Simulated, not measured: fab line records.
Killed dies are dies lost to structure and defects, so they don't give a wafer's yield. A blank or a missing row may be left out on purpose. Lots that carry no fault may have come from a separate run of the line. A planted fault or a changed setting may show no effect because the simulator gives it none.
Which tool was responsible?    flow nandHarc    11 lots, 33 wafers sampled, at 3 steps of a route of 1159

WHAT EACH GAUGE READ, for each wafer
NHARC_A_CHANNEL_HOLE_D1_INSPECT_40.
lot   measured      on                rawDefectCount
L075  day 9 02:46   defectInspect-01  60 44 54
L076  day 9 06:56   defectInspect-01  87 65 70
L080  day 10 04:07  defectInspect-01  58 51 66
L079  day 10 08:14  defectInspect-01  66 60 62
L084  day 11 01:21  defectInspect-01  76 58 59
L088  day 11 19:15  defectInspect-02  50 77 58
L090  day 12 11:20  defectInspect-01  96 52 57
L086  day 12 15:30  defectInspect-02  34 45 23
L094  day 13 02:40  defectInspect-02  78 63 67
L093  day 13 06:51  defectInspect-01  78 61 92
L095  day 14 09:44  defectInspect-01  75 55 58

EACH LOT AND THE TOOL THAT RAN IT (in order: tool; ch and the chambers of the sampled wafers; start)
lot   NHARC_A_CHANNEL_HOLE_D1_ETCH_19  NHARC_A_CHANNEL_HOLE_D1_ETCH_44
L075  harEtch-01 ch 0,1, day 8 21:03   rieDiel-03 ch 1,2, day 9 01:47
L076  harEtch-01 ch 0,1, day 9 01:13   rieDiel-13 ch 1,2,3, day 9 05:57
L080  harEtch-02 ch 0,1, day 9 22:21   rieDiel-13 ch 1,3, day 10 03:07
L079  harEtch-02 ch 0,1, day 10 02:33  rieDiel-13 ch 0,2,3, day 10 07:14
L084  harEtch-01 ch 0,1, day 10 19:39  rieDiel-13 ch 0,2, day 11 00:22
L088  harEtch-02 ch 0,1, day 11 13:35  rieDiel-13 ch 0,3, day 11 18:16
L090  harEtch-02 ch 0,1, day 12 05:39  rieDiel-03 ch 0,3, day 12 10:22
L086  harEtch-02 ch 0,1, day 12 09:52  rieDiel-03 ch 0,1,3, day 12 14:32
L094  harEtch-01 ch 0,1, day 12 20:58  rieDiel-13 ch 0,3, day 13 01:41
L093  harEtch-01 ch 0,1, day 13 01:10  rieDiel-03 ch 2,3, day 13 05:51
L095  harEtch-02 ch 0,1, day 14 04:01  rieDiel-03 ch 0,2, day 14 08:45
- NHARC_A_CHANNEL_HOLE_D1_ETCH_19: etches the open film in C4F8/O2/Ar, time 34.5 s.
- NHARC_A_CHANNEL_HOLE_D1_ETCH_44: etches the open film in CF4/O2, target depth 140 nm, overetch 14 nm, time 77 s.

THE ANSWER, worked out from the rows above alone
Rule: the lots themselves supply what counts as usual. The widest of any qualifying gaps counts: lots, ordered by their means at a reading, are off when they make up no more than a third of the lots, leave a main group of 4 or more, and stand apart from it by 3 or more times the standard deviation of that group's means. The tables above print the reading to a certain number of digits; a main group whose means all agree to those digits is not used. A lot without any number at a reading at which 4 lots or more have one is off too. Where the step has rows for the other lots, those lots are counted as sound.
No lot is off on any of the readings shown, so nothing can be concluded from this.

WHAT THE SIMULATOR PUT IN
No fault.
